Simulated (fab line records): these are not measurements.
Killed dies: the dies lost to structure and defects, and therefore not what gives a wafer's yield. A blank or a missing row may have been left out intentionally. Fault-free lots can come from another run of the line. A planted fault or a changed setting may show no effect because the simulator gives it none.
fab line records	flow n5-finfet	part 2 of 2: steps 5 to 6 of 6
record lots=22	wafers=66	last-day=18
route steps=1938 shown BEOL_M3@1012 BEOL_M4@1021
lots that met no fault: taken from a fault-free run of the same line
start-h: start of the lot's first displayed wafer, in hours after the record's first day	wait-h: time in hours since the lot's previous step	" identical to the entry in the row above	L1.1+2: one row covering several wafers at once	- value missing, or start not given	* or withheld: withheld	< > ~ a bound
route shown NAME@n: names a module that has steps shown in the file, with the first one's number in the route	usual: the fault-free wafers' mean and standard deviation	same: alike in all rows	chamber/n: place in a boat	sites: each site's reading	_std_site: the standard deviation of these	_edge_site: outer sites' mean less inner sites'	radius-mm: how far each site lies from the wafer's centre	mask NAME#n: copy n	behind: the most recent tool/chamber to have shaped the wafer	hold: why the lot went on hold/how many hours it stayed there/how the hold came to an end	device: whichever transistor did not switch (one of n, p or np)	end of line: the same wafers' tests at the end of the route	for a step that has no rows: nothing shown but its recipe	killed: at the first sort, the dies lost to defects and structure; wafer yield is something else	map: per-die view of a wafer (x killed, . not killed, _ where there is no die)
set.NAME: the setting the step ran with; set.NAME@STEP: the setting that earlier step ran with	model.NAME: the simulator's own value behind a step, which no gauge read
route steps across a sampled set of lots; one table per step, one row per wafer
services: when a tool's chamber went out of use (start-h, in hours from the record's first day, below 0 if earlier), for how many hours, and the reason
## steps
# step N5_BEOL_M4_DESCUM_16
# recipe chemistry=O2	time-s=7	source-power-w=50	bias-power-w=20	pressure-mtorr=20	rf-frequency-hz=2.712e+07	temp-c=40	resist=CAR-EUV	o2-flow-sccm=225
# usual drypump-motor-current-A=5.7/0.45	oes-product-au=0.79/0.073	rf-fwd-power-W=49.47/0.24	rf-vpp-V=243.4/1.2	showerhead-plenum-p-Torr=2.11/0.056	throttle-valve-pct=20.53/0.21
lot.wafer	tool	chamber	start-h	wait-h	drypump-motor-current-A	oes-product-au	rf-fwd-power-W	rf-hours-counter-h	rf-vpp-V	showerhead-plenum-p-Torr	throttle-valve-pct
L074.2	rie-diel-02	1	152.61	0.0	6.3	0.72	48.99	216	242.2	2.05	20.52
L074.3	"	3	"	"	5.4	0.73	49.60	161	243.3	2.07	20.48
L074.6	"	3	"	"	5.4	0.74	49.58	-	243.2	2.07	20.47
L075.3	rie-diel-01	3	160.09	0.0	6.1	0.89	49.55	46	244.4	2.14	20.21
L075.4	"	2	"	"	5.2	0.77	49.27	155	240.0	2.02	20.84
L075.5	"	0	"	"	5.1	0.77	49.74	-	242.4	2.10	20.39
L076.1	rie-diel-05	3	165.20	0.0	6.3	0.80	49.05	115	243.6	2.08	20.25
L076.2	"	1	"	"	5.7	0.74	49.39	171	242.8	2.11	20.68
L076.5	"	2	"	"	5.3	0.85	49.68	-	243.3	2.14	20.47
L078.2	rie-diel-02	0	183.46	0.1	5.9	0.87	49.73	54	244.2	2.14	20.49
L078.5	"	2	"	"	6.3	0.87	49.37	-	244.3	2.23	20.38
L078.6	"	3	"	"	5.4	0.73	49.63	-	244.6	2.06	20.48
L079.2	rie-diel-02	0	188.30	0.0	5.9	0.87	49.72	56	244.4	2.14	20.49
L079.3	"	3	"	"	5.4	0.73	49.58	170	243.7	2.06	20.48
L079.4	"	2	"	"	6.3	0.88	49.41	25	246.5	2.23	20.39
L082.1	rie-diel-05	2	198.67	0.0	5.3	0.86	49.33	67	244.2	2.14	20.48
L082.2	"	3	"	"	6.3	0.79	49.20	128	244.3	2.08	20.26
L082.4	"	1	"	"	5.7	0.74	49.48	185	241.8	2.10	20.70
L083.1	rie-diel-02	1	200.39	0.0	6.3	0.71	49.26	233	241.7	2.04	20.54
L083.2	"	0	"	"	5.9	0.87	49.74	60	243.5	2.14	20.50
L083.5	"	3	"	"	5.4	0.74	49.58	-	241.5	2.06	20.48
L081.2	rie-diel-01	0	201.71	0.0	5.1	0.76	49.44	131	243.3	2.09	20.41
L081.3	"	3	"	"	6.1	0.87	49.70	61	244.4	2.13	20.21
L081.4	"	1	"	"	5.3	0.69	49.32	244	243.2	2.17	20.92
L084.1	rie-diel-01	1	216.61	0.0	5.3	0.69	49.13	248	245.3	2.17	20.96
L084.3	"	0	"	"	5.1	0.76	49.58	136	243.3	2.09	20.42
L084.5	"	1	"	"	5.3	0.68	49.42	-	244.3	2.17	20.96
L085.3	rie-diel-05	1	218.64	0.0	5.7	0.73	49.15	191	242.4	2.10	20.69
L085.5	"	3	"	"	6.3	0.78	49.12	-	242.7	2.08	20.28
L085.6	"	0	"	"	5.9	0.77	49.35	-	243.4	2.11	20.71
L086.1	rie-diel-05	2	237.36	0.3	5.3	0.83	49.37	81	243.7	2.13	20.50
L086.4	"	1	"	"	5.7	0.72	49.39	197	243.7	2.10	20.70
L086.5	"	3	"	"	6.3	0.78	48.87	-	243.8	2.07	20.30
L088.1	rie-diel-01	2	240.46	0.1	5.2	0.75	49.43	185	242.1	2.01	20.89
L088.2	"	1	"	"	5.3	1.01	49.64	0	243.5	2.17	20.47
L088.4	"	0	"	"	5.1	0.75	49.36	148	242.9	2.09	20.42
L087.1	rie-diel-01	2	241.96	0.0	5.2	0.74	49.33	185	241.9	2.01	20.89
L087.5	"	0	"	"	5.1	0.74	49.31	-	243.0	2.09	20.42
L087.6	"	3	"	"	6.1	0.85	49.84	-	244.1	2.13	20.25
L089.2	rie-diel-05	2	243.99	0.1	5.3	0.83	49.74	83	242.4	2.13	20.50
L089.4	"	0	"	"	5.9	0.77	49.43	127	242.2	2.10	20.73
L089.5	"	3	"	"	6.3	0.77	48.97	-	244.2	2.07	20.30
L090.1	rie-diel-05	1	249.72	0.3	5.7	0.73	49.51	202	242.6	2.10	20.73
L090.4	"	0	"	"	5.9	0.77	49.29	129	242.5	2.10	20.71
L090.6	"	3	"	"	6.3	0.77	49.26	-	243.5	2.07	20.30
L091.1	rie-diel-01	3	251.79	0.0	6.1	0.84	49.47	82	241.6	2.13	20.28
L091.2	"	0	"	"	5.1	0.74	49.51	152	243.1	2.08	20.45
L091.4	"	1	"	"	5.3	0.98	49.75	4	245.1	2.16	20.47
L092.3	rie-diel-02	3	257.49	0.0	5.4	0.71	49.73	194	242.9	2.05	20.50
L092.5	"	3	"	"	5.4	0.71	49.53	-	243.1	2.05	20.51
L092.6	"	2	"	"	6.3	0.84	49.75	-	245.2	2.22	20.43
L093.4	rie-diel-02	2	273.91	0.0	6.3	0.82	49.62	56	246.5	2.22	20.43
L093.5	"	3	"	"	5.4	0.70	49.61	-	243.1	2.05	20.53
L093.6	"	2	"	"	6.3	0.83	49.69	-	244.3	2.22	20.44
L095.1	rie-diel-01	1	285.74	0.0	5.3	0.93	49.48	16	244.0	2.16	20.49
L095.3	"	0	"	"	5.1	0.74	49.91	164	243.4	2.08	20.46
L095.6	"	2	"	"	5.2	0.73	50.02	-	240.5	2.01	20.93
L094.2	rie-diel-01	1	289.64	0.0	5.3	0.92	49.57	17	243.6	2.16	20.50
L094.4	"	2	"	"	5.2	0.72	49.95	201	242.7	2.01	20.93
L094.5	"	1	"	"	5.3	0.92	49.55	-	244.6	2.16	20.49
L096.1	rie-diel-05	1	294.66	0.0	5.7	0.71	49.60	215	243.2	2.09	20.74
L096.2	"	3	"	"	6.3	0.76	48.78	160	242.9	2.07	20.33
L096.4	"	0	"	"	5.9	0.75	49.44	143	241.6	2.10	20.75
L097.1	rie-diel-01	3	308.58	0.1	6.1	0.82	49.73	102	243.6	2.12	20.29
L097.4	"	1	"	"	5.3	0.92	49.66	25	244.4	2.16	20.50
L097.6	"	2	"	"	5.3	0.73	49.55	-	241.8	2.01	20.93
# step N5_BEOL_M4_STRIP_19
# recipe chemistry=O2	power-w=400	temp-c=40	pressure-mtorr=30	rf-frequency-hz=6e+07	bias-power-w=0	overash-fraction=0.2	o2-flow-sccm=225
# usual drypump-motor-current-A=5.7/0.44	oes-product-au=0.80/0.073	rf-vpp-V=3.7/0.46	showerhead-plenum-p-Torr=2.11/0.056	throttle-valve-pct=16.76/0.2
lot.wafer	tool	chamber	start-h	wait-h	drypump-motor-current-A	oes-product-au	rf-hours-counter-h	rf-vpp-V	showerhead-plenum-p-Torr	throttle-valve-pct
L074.2	rie-diel-02	1	152.98	0.1	6.3	0.71	216	3.2	2.05	16.84
L074.3	"	2	"	"	6.4	0.92	12	3.8	2.24	16.53
L074.6	"	2	"	"	6.3	0.91	-	2.8	2.24	16.53
L075.3	rie-diel-05	2	160.46	0.1	5.3	0.87	57	3.5	2.14	16.66
L075.4	"	3	"	"	6.3	0.81	113	3.6	2.09	16.57
L075.5	"	0	"	"	5.8	0.81	-	3.8	2.12	16.83
L076.1	rie-diel-05	0	165.57	0.1	5.9	0.81	98	3.7	2.12	16.86
L076.2	"	2	"	"	5.3	0.87	59	3.4	2.14	16.69
L076.5	"	2	"	"	5.3	0.87	-	4.3	2.14	16.69
L078.2	rie-diel-05	0	183.94	0.2	5.9	0.80	106	3.3	2.12	16.83
L078.5	"	3	"	"	6.3	0.80	-	4.0	2.09	16.59
L078.6	"	0	"	"	5.9	0.80	-	4.0	2.11	16.85
L079.2	rie-diel-05	2	188.78	0.2	5.3	0.86	64	4.0	2.14	16.70
L079.3	"	3	"	"	6.3	0.79	124	4.1	2.09	16.59
L079.4	"	0	"	"	5.9	0.78	108	3.7	2.11	16.84
L082.1	rie-diel-01	1	199.03	0.1	5.3	0.69	242	3.8	2.17	17.17
L082.2	"	2	"	"	5.3	0.76	168	4.1	2.02	17.09
L082.4	"	3	"	"	6.1	0.87	60	3.9	2.14	16.41
L083.1	rie-diel-02	1	200.87	0.2	6.3	0.70	233	4.3	2.04	16.86
L083.2	"	3	"	"	5.4	0.73	175	3.3	2.07	16.76
L083.5	"	3	"	"	5.4	0.74	-	3.1	2.07	16.77
L081.2	rie-diel-05	3	202.16	0.1	6.3	0.78	129	4.3	2.08	16.59
L081.3	"	1	"	"	5.7	0.73	186	5.0	2.11	16.93
L081.4	"	0	"	"	5.9	0.79	112	3.6	2.11	16.84
L084.1	rie-diel-01	3	217.02	0.1	6.1	0.87	66	3.9	2.14	16.43
L084.3	"	0	"	"	5.1	0.75	136	3.7	2.09	16.65
L084.5	"	0	"	"	5.1	0.75	-	3.9	2.09	16.67
L085.3	rie-diel-01	2	219.10	0.1	5.2	0.76	174	3.2	2.02	17.09
L085.5	"	0	"	"	5.1	0.74	-	4.2	2.09	16.67
L085.6	"	1	"	"	5.3	0.69	-	3.2	2.17	17.17
L086.1	rie-diel-01	2	237.79	0.2	5.2	0.75	183	3.2	2.02	17.10
L086.4	"	3	"	"	6.1	0.85	-	3.9	2.13	16.45
L086.5	"	0	"	"	5.1	0.75	-	3.4	2.09	16.69
L088.1	rie-diel-02	0	240.83	0.1	5.9	0.84	73	2.7	2.14	16.75
L088.2	"	2	"	"	6.3	0.83	44	3.6	2.23	16.58
L088.4	"	1	"	"	6.3	0.68	246	3.6	2.04	16.90
L087.1	rie-diel-01	2	242.32	0.1	5.2	0.75	185	3.7	2.02	17.11
L087.5	"	0	"	"	5.1	0.74	-	3.4	2.09	16.71
L087.6	"	1	"	"	5.3	1.00	-	3.4	2.17	16.68
L089.2	rie-diel-01	3	244.36	0.1	6.1	0.86	79	3.2	2.13	16.49
L089.4	"	0	"	"	5.1	0.75	149	4.0	2.09	16.70
L089.5	"	2	"	"	5.2	0.74	-	3.6	2.02	17.11
L090.1	rie-diel-01	3	250.11	0.1	6.1	0.85	81	3.9	2.13	16.46
L090.4	"	2	"	"	5.2	0.75	187	3.7	2.02	17.11
L090.6	"	2	"	"	5.3	0.74	-	3.8	2.02	17.11
L091.1	rie-diel-02	3	252.23	0.2	5.4	0.72	193	3.4	2.06	16.82
L091.2	"	2	"	"	6.3	0.83	48	3.5	2.23	16.60
L091.4	"	2	"	"	6.3	0.84	-	4.4	2.23	16.58
L092.3	rie-diel-02	2	257.86	0.1	6.3	0.83	50	4.8	2.23	16.60
L092.5	"	0	"	"	5.9	0.83	-	4.3	2.14	16.76
L092.6	"	3	"	"	5.4	0.70	-	2.6	2.06	16.80
L093.4	rie-diel-01	1	274.32	0.1	5.3	0.95	12	3.5	2.17	16.68
L093.5	"	2	"	"	5.3	0.73	-	3.3	2.01	17.12
L093.6	"	3	"	"	6.1	0.84	-	3.4	2.13	16.49
L095.1	rie-diel-02	3	286.11	0.1	5.4	0.70	205	3.1	2.05	16.81
L095.3	"	0	"	"	5.9	0.82	87	3.9	2.13	16.77
L095.6	"	0	"	"	5.9	0.82	-	3.0	2.13	16.76
L094.2	rie-diel-05	2	290.00	0.1	5.3	0.83	96	3.1	2.13	16.75
L094.4	"	3	"	"	6.3	0.76	159	3.5	2.07	16.66
L094.5	"	1	"	"	5.7	0.72	-	2.8	2.10	17.01
L096.1	rie-diel-02	1	295.02	0.1	6.3	0.93	11	3.1	2.04	16.46
L096.2	"	3	"	"	5.4	0.71	208	4.0	2.05	16.84
L096.4	"	0	"	"	5.9	0.82	90	4.0	2.13	16.79
L097.1	rie-diel-05	0	308.94	0.1	5.9	0.75	147	3.9	2.10	16.92
L097.4	"	1	"	"	5.7	0.71	220	2.6	2.10	16.99
L097.6	"	1	"	"	5.7	0.72	-	4.2	2.10	16.99
## services
tool	chamber	start-h	hours	kind
rie-diel-02	-	130.52	2.8	pm
cmp-04	-	135.94	6.4	repair
rie-diel-05	1	146.48	2.7	repair
cmp-02	-	147.13	0.3	repair
cmp-03	-	149.76	4.0	pm
rie-diel-01	0	150.88	2.4	repair
pecvd-01	-	160.34	2.7	repair
rie-diel-02	3	176.47	6.5	repair
rie-diel-05	2	179.93	8.2	repair
pecvd-01	2	184.32	17.0	repair
cvd-co-01	-	210.25	2.8	pm
rie-diel-02	1	215.45	4.4	repair
rie-diel-01	-	223.56	0.1	repair
cvd-co-02	-	231.13	0.6	repair
pecvd-03	-	231.62	0.9	repair
cmp-02	-	231.83	6.2	pm
cvd-co-02	1	245.07	4.7	repair
cmp-02	-	249.68	2.6	repair
pecvd-01	0	267.38	19.8	repair
rie-diel-02	-	274.83	1.4	repair
cmp-02	-	282.05	0.3	repair
cvd-co-01	2	290.36	7.1	repair
cvd-co-01	-	291.70	28.1	pm
rtp-anneal-02	-	295.23	1.1	pm
